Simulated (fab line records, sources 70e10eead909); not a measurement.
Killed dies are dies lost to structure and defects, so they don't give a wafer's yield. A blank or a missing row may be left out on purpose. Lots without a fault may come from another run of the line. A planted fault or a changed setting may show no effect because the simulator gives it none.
fab line records | flow nand_harc
record lots=6 wafers=18 last_day=24
route steps=1159 shown A_CHANNEL_FILL_D1@495 END@1159
lots that met no fault: from a run of the same line without faults
start_h: hours from the record's first day to the start of the lot's first wafer shown | wait_h: hours since the lot's step before | " the same as in the row above | L1.1+2: a row that stands for several wafers | - no value, or no start given | * or withheld: withheld | < > ~ a bound
route shown NAME@n: a module of which the file shows steps, and the number in the route of the first | usual: mean/standard deviation of fault-free wafers | same: alike in all rows | chamber/n: place in a boat | sites: the reading at each site | _std_site: their standard deviation | _edge_site: outer sites' mean less inner sites' | radius_mm: how far each site lies from the wafer's centre | mask NAME#n: copy n | behind: the tool/chamber that last shaped the wafer | hold: why the lot was held/for how many hours/how that ended | device: the transistor (n, p or np) that didn't switch | end of line: the same wafers' tests at the end of the route | a step without rows: its recipe alone | killed: dies lost to structure and defects at the first sort, not the wafer's yield | map: a wafer's dies, x killed, . not, _ none there
set.NAME: the setting as run; set.NAME@STEP: as run at that earlier step | model.NAME: the simulator's own value behind a step, which no gauge read
lots at some steps of the route; a table a step, a row a wafer
services: from which hour (start_h, from the record's first day; less than 0 if before it) a tool's chamber was out of use, for how many hours, and why
## steps
# step NHARC_A_CHANNEL_FILL_D1_ALD_15
# recipe target_thk_a=20 pulse_time_s=60 ald_cycles=19 temp_c=630 pressure_torr=2 material=SiNx
# step NHARC_A_CHANNEL_FILL_D1_ALD_16
# recipe target_thk_a=15 pulse_time_s=10 ald_cycles=15 temp_c=300 material=SiO2
# usual heater_power_w=475/44 precursor_pulse_height_rel=1.001/0.019 susceptor_temp_C=300.05/0.19
# columns lot.wafer tool chamber start_h wait_h heater_power_w precursor_pulse_height_rel susceptor_temp_C
L183.4 ald_hk-03 0 204.02 0.1 440 0.996 299.88
L183.2 " 1 " " 431 1.001 299.99
L183.3 " 2 " " 528 1.000 300.15
L187.4 ald_hk-01 0 213.82 0.1 401 0.987 300.18
L187.1 " 2 " " 484 0.958 300.16
L187.2 " 3 " " 478 1.003 299.71
L194.1 ald_hk-04 2 273.93 1.0 493 0.980 300.32
L194.4 " 3 " " 498 1.015 300.02
L194.5 " 1 " " 538 1.006 299.91
L197.2 ald_hk-03 1 278.12 1.2 434 1.015 -
L197.3 " 2 " " 545 0.999 -
L197.6 " 1 " " 443 1.004 -
L201.3 ald_hk-01 3 305.72 0.0 467 1.001 299.91
L201.5 " 3 " " 478 0.987 299.82
L201.6 " 0 " " 387 1.025 300.20
L205.1 ald_hk-03 2 334.16 0.0 523 1.016 300.07
L205.2 " 0 " " 420 0.995 299.95
L205.5 " 2 " " 521 1.004 299.98
# step NHARC_A_CHANNEL_FILL_D1_ANNEAL_17
# recipe temp_c=850 time_s=1800
# step NHARC_A_CHANNEL_FILL_D1_CVD_18
# recipe target_thk_a=30 temp_c=550 material=poly-Si
# step NHARC_A_CHANNEL_FILL_D1_ETCHBACK_19
# recipe target_depth_a=50 time_s=1.7 hbr_flow_sccm=150 cl2_flow_sccm=50 rf_w=400 icp_w=400 bias_w=100 chemistry=HBr/Cl2
# usual drypump_motor_current_A=6.0/0.3 oes_product_au=1.000/0.01 rf_fwd_power_W=390.4/1.5 throttle_valve_pct=26.406/0.009
# columns lot.wafer tool chamber start_h wait_h drypump_motor_current_A oes_product_au rf_fwd_power_W rf_hours_counter_h throttle_valve_pct
L183.3 rie_si-05 0 219.59 0.4 6.5 0.989 388.3 1.5 26.417
L183.2 " 1 " " 5.4 1.008 388.4 1.4 26.393
L183.4 " 2 " " 6.2 0.997 391.2 1.3 26.409
L187.4 rie_si-03 1 228.04 0.4 6.2 0.988 390.5 0.5 26.416
L187.1 " 2 " " 5.8 1.012 392.4 0.3 26.412
L187.2 " 3 " " 6.0 0.985 387.8 0.5 26.414
L194.4 rie_si-05 2 286.68 0.4 6.3 0.990 393.0 0.5 26.424
L194.1 " 1 " " 5.4 1.007 390.1 0.5 26.393
L194.5 " 2 " " 6.2 0.984 390.6 - 26.386
L197.3 rie_si-04 3 289.67 0.4 5.5 0.994 391.7 0.0 26.397
L197.2 " 0 " " 6.2 1.000 390.7 0.0 26.418
L197.6 " 3 " " 5.5 0.999 391.2 - 26.406
L201.3 rie_si-04 1 317.35 0.4 6.0 0.979 388.7 0.3 26.401
L201.6 " 2 " " 5.9 1.006 390.3 - 26.404
L201.5 " 3 " " 5.5 1.005 386.9 - 26.411
L205.1 rie_si-05 2 345.92 0.4 6.2 0.987 390.9 1.0 26.397
L205.2 " 3 " " 6.1 0.994 391.2 0.8 26.411
L205.5 " 3 " " 6.1 0.992 392.4 - 26.394
# step NHARC_A_CHANNEL_FILL_D1_ETCHBACK_20
# recipe target_depth_a=270 time_s=13.5 c4f8_flow_sccm=withheld o2_flow_sccm=8 ar_flow_sccm=withheld rf_w=600 bias_w=1500 chemistry=C4F8/O2/Ar
# usual oes_product_au=0.96/0.036 rf_fwd_power_W=588/3.7 rf_vpp_V=978/5.4
# columns lot.wafer tool chamber start_h wait_h oes_product_au rf_fwd_power_W rf_hours_counter_h rf_vpp_V
L183.4 rie_diel-09 3 219.70 - 0.93 593 4 975
L183.2 " 0 " " 0.91 588 5 977
L183.3 " 1 " " 0.93 585 5 982
L187.1 rie_diel-09 1 228.16 - 0.93 593 5 981
L187.4 " 3 " " 1.00 590 4 974
L187.2 " 0 " " 0.90 590 6 977
L194.1 rie_diel-09 3 286.83 - 1.01 595 1 976
L194.4 " 0 " " 0.99 588 1 977
L194.5 " 2 " " 1.00 589 - 989
L197.3 rie_diel-09 1 289.81 - 0.95 584 1 981
L197.2 " 2 " " 0.95 589 1 989
L197.6 " 1 " " 0.95 583 - 980
L201.3 rie_diel-09 2 317.46 - 1.00 590 2 987
L201.6 " 1 " " 0.99 584 - 982
L201.5 " 2 " " 1.01 591 - 988
L205.1 rie_diel-10 3 346.06 - 0.92 583 4 984
L205.2 " 1 " " 0.93 595 4 977
L205.5 " 3 " " 0.91 582 - 984
# step NHARC_A_CHANNEL_FILL_D1_STRIP_28
# recipe time_s=20 o2_flow_sccm=500 ar_flow_sccm=0 bias_w=0 chemistry=O2
# usual drypump_motor_current_A=5.6/0.57 o2_flow_sccm=500.0/1.5 oes_product_au=0.998/0.012 rf_vpp_V=57.7/0.84 showerhead_plenum_p_Torr=3.54/0.14 throttle_valve_pct=17.035/0.0092
# columns lot.wafer tool chamber start_h wait_h drypump_motor_current_A o2_flow_sccm oes_product_au rf_hours_counter_h rf_vpp_V showerhead_plenum_p_Torr throttle_valve_pct
L183.4 rie_diel-09 1 219.79 0.1 6.3 499.9 0.996 5 58.0 3.59 17.037
L183.3 " 2 " " 5.5 500.5 0.990 5 57.4 3.79 17.037
L183.2 " 3 " " 5.2 501.3 0.998 4 57.0 3.45 17.023
L187.4 rie_diel-09 1 228.25 0.1 6.3 499.3 1.002 5 58.4 3.59 17.027
L187.2 " 2 " " 5.5 498.6 0.987 5 58.2 3.78 17.023
L187.1 " 0 " " 6.5 496.3 0.982 6 58.0 3.51 17.022
L194.4 rie_diel-09 0 286.91 0.1 6.5 500.1 0.977 1 57.1 3.51 17.040
L194.1 " 1 " " 6.3 498.3 0.975 1 57.3 3.59 17.053
L194.5 " 2 " " 5.5 501.6 1.001 - 58.9 3.78 17.043
L197.2 rie_diel-09 2 289.89 0.1 5.4 498.6 1.003 1 57.4 3.78 17.043
L197.3 " 0 " " 6.5 499.1 0.986 1 57.6 3.51 17.031
L197.6 " 3 " " 5.3 500.5 1.005 - 56.1 3.45 17.014
L201.3 rie_diel-09 3 317.55 0.1 5.2 501.4 1.005 2 58.0 3.45 17.049
L201.5 " 1 " " 6.3 502.5 0.987 - 57.9 3.59 17.022
L201.6 " 2 " " 5.5 501.1 1.008 - 58.6 3.78 17.031
L205.2 rie_diel-10 2 346.14 0.1 4.8 500.9 0.982 4 57.5 3.61 17.031
L205.1 " 1 " " 5.3 501.4 1.001 4 58.2 3.52 17.026
L205.5 " 2 " " 4.8 498.6 0.989 - 57.7 3.61 17.049
# step NHARC_A_CHANNEL_FILL_D1_PRECLEAN_21
# recipe time_s=30 chemistry=dHF
# step NHARC_A_CHANNEL_FILL_D1_SRD_23
# step NHARC_A_CHANNEL_FILL_D1_CVD_05
# recipe target_thk_a=50 temp_c=550 material=poly-Si
# step NHARC_A_CHANNEL_FILL_D1_ANNEAL_22
# recipe temp_c=620 time_s=7200
# step NHARC_A_CHANNEL_FILL_D1_THK_MEAS_06
# recipe thk_meas_gauge=ellipsometry
# usual thk_nm=4.9/1.1
# columns lot.wafer tool chamber start_h wait_h thk_nm
L183.2 film_metro-01 - 231.23 0.4 4.7
L183.3 " - " " 6.5
L183.4 " - " " 3.7
L187.1 film_metro-01 - 239.66 0.4 6.9
L187.2 " - " " 4.2
L187.4 " - " " 4.6
L194.1 film_metro-01 - 298.59 0.4 4.6
L194.4 " - " " 5.8
L194.5 " - " " 5.7
L197.2 film_metro-02 - 302.27 0.4 4.6
L197.3 " - " " 4.6
L197.6 " - " " 3.2
L201.3 film_metro-02 - 330.06 0.4 5.8
L201.5 " - " " 5.0
L201.6 " - " " 5.7
L205.1 film_metro-02 - 358.38 0.4 2.6
L205.2 " - " " 4.4
L205.5 " - " " 5.3
# step NHARC_A_CHANNEL_FILL_D1_ALD_25
# recipe target_thk_a=600 pulse_time_s=10 ald_cycles=600 temp_c=300 material=SiOx
# usual heater_power_w=472/49 precursor_pulse_height_rel=0.998/0.019 susceptor_temp_C=300.01/0.22
# columns lot.wafer tool chamber start_h wait_h heater_power_w precursor_pulse_height_rel susceptor_temp_C
L183.4 ald_hk-03 3 231.45 0.2 538 1.007 299.64
L183.3 " 0 " " 439 1.010 300.10
L183.2 " 2 233.31 2.1 526 0.993 300.12
L187.4 ald_hk-03 1 240.34 0.7 423 0.981 299.90
L187.2 " 2 " " 531 0.971 300.10
L187.1 " 3 " " 547 0.960 300.21
L194.1 ald_hk-03 3 298.64 0.1 551 0.997 299.91
L194.4 " 1 299.87 1.3 445 0.995 302.05
L194.5 " 0 301.72 3.1 435 1.026 300.16
L197.3 ald_hk-03 2 303.55 1.3 546 1.011 299.82
L197.2 " 3 " " 552 1.028 300.18
L197.6 " 1 305.38 3.1 441 0.991 302.30
L201.3 ald_hk-04 2 330.74 0.7 481 0.931 300.05
L201.6 " 1 332.60 2.5 552 1.020 299.99
L201.5 " 2 " " 490 1.040 300.04
L205.1 ald_hk-01 0 359.05 0.7 391 1.004 299.84
L205.2 " 2 360.27 1.9 477 1.004 299.84
L205.5 " 0 361.48 3.1 389 0.998 299.84
# step NHARC_A_CHANNEL_FILL_D1_ETCHBACK_08
# recipe target_depth_a=2200 time_s=110 c4f8_flow_sccm=20 ar_flow_sccm=withheld rf_w=600 bias_w=300 chemistry=C4F8
# usual oes_product_au=0.96/0.04 rf_fwd_power_W=596.6/1.8 rf_vpp_V=440.9/2.5
# columns lot.wafer tool chamber start_h wait_h oes_product_au rf_fwd_power_W rf_hours_counter_h rf_vpp_V
L183.2 rie_diel-10 2 - - 0.92 597.0 1 441.2
L183.4 " 3 " " 0.92 596.0 1 442.7
L183.3 " 1 " " 0.93 599.4 1 441.7
L187.2 rie_diel-09 1 - - 0.92 596.0 6 442.8
L187.4 " 2 " " 0.92 596.1 6 445.0
L187.1 " 0 " " 0.89 598.7 6 440.2
L194.1 rie_diel-10 1 - - 0.93 596.2 3 439.8
L194.4 " 2 " " 0.91 596.5 3 442.5
L194.5 " 1 " " 0.93 595.2 - 441.0
L197.2 rie_diel-11 3 - - 1.01 594.8 18 437.3
L197.3 " 1 " " 1.01 596.6 18 439.3
L197.6 " 3 " " 1.01 596.3 - 436.8
L201.3 rie_diel-09 1 - - 0.91 595.2 3 442.0
L201.5 " 1 " " 0.92 596.0 - 442.6
L201.6 " 2 " " 0.92 596.7 - 443.2
L205.1 rie_diel-09 1 - - 0.92 597.3 4 439.8
L205.2 " 2 " " 0.93 597.5 4 445.2
L205.5 " 0 " " 0.92 594.9 - 438.4
# step NHARC_END_SORT_01
# recipe temp_c=25
# usual killed_at_array=24/8.4 killed_at_other=0.7/1.1 killed_at_periphery=2.9/1.7 killed_dies=27/8.6 killed_open=3.3/1.8 killed_short=1.8/1.4
# same gross_dies=677
# columns lot.wafer tool chamber start_h wait_h killed_at_array killed_at_other killed_at_periphery killed_dies killed_open killed_short
L187.1 prober-02 0 465.86 2.5 22 0 4 26 5 1
L187.2 prober-02 0 466.65 2.8 27 0 5 32 5 2
L187.4 prober-02 0 468.23 3.4 24 0 4 28 4 2
# killed by level:class
L187.1 A_CHANNEL_HOLE_D1:chamber_film_flake=15 P_M0:geometric_particle:open=2 P_M0:chamber_film_flake=2 A_ONON_D1:geometric_particle:open=1 A_ONON_D1:geometric_particle:short=1 A_CHANNEL_HOLE_D1:geometric_particle:open=1 A_M1:geometric_particle:open=1 A_SLIT:chamber_film_flake=1
L187.2 A_CHANNEL_HOLE_D1:chamber_film_flake=16 A_CONTACT:chamber_film_flake=5 A_WL_FILL:chamber_film_flake=2 P_GATE:geometric_particle:open=1 P_M0:geometric_particle:short=1 P_M0:geometric_particle:open=1 A_CHANNEL_FILL_D1:geometric_particle:open=1 A_BLC:geometric_particle:open=1
L187.4 A_CHANNEL_HOLE_D1:chamber_film_flake=17 P_M2:geometric_particle:open=2 A_STAIRCASE:chamber_film_flake=2 A_SOURCE_PLATE:geometric_particle:open=1 A_ONON_D1:geometric_particle:short=1 A_CHANNEL_FILL_D1:geometric_particle:short=1 A_CHANNEL_FILL_D1:geometric_particle:open=1 P_STI:chamber_film_flake=1
## services
# columns tool chamber start_h hours kind
rie_diel-09 0 184.10 - clean
rie_diel-09 1 184.10 - clean
rie_diel-09 2 184.10 - clean
rie_diel-09 3 184.10 - clean
rie_si-03 2 184.11 7.6 repair
rie_diel-11 - 185.61 0.6 repair
ald_hk-04 - 186.14 10.0 pm
rie_diel-11 - 189.50 9.0 pm
rie_si-04 - 190.32 1.2 repair
rie_si-03 2 195.39 25.0 repair
ald_hk-01 - 228.00 10.0 pm
rie_si-05 - 239.00 9.0 pm
rie_diel-09 - 254.14 9.0 pm
rie_diel-10 - 255.64 0.8 repair
ald_hk-04 - 263.86 1.6 repair
rie_si-04 - 276.00 9.0 pm
rie_si-05 0 278.59 6.7 repair
rie_diel-09 3 305.04 6.0 repair
rie_diel-10 1 315.47 6.1 repair
rie_si-03 - 332.00 9.0 pm
rie_diel-09 0 343.43 5.8 repair
rie_diel-10 - 353.50 9.0 pm
ald_hk-01 - 354.24 0.7 repair
rie_diel-09 0 359.45 3.6 repair
## key
first_sign step=NHARC_A_CHANNEL_FILL_D1_ALD_25 reading=susceptor_temp_C direction=up sigmas=9.9 usual=* struck=*
effect none on later readings
met_at NHARC_A_CHANNEL_FILL_D1_ALD_25
struck_wafers L194.4,L197.6
tester_left_out L194,L197
onset_between 240.34 298.64
fault kind=process_parameter_drift tool=ald_hk-03 chamber=1 onset_h=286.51 steps=NHARC_A_CHANNEL_FILL_D1_ALD_25 channel=temp_c offset=* shape=step end_h=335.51 acts_in=* stated=*
# tester_left_out: of these lots the tester's yield and bins aren't shown, on N5 and GAA mostly nor the transistor test; their killed dies are dies lost to structure and defects alone, not to doping, threshold or leakage, so they don't give the yield
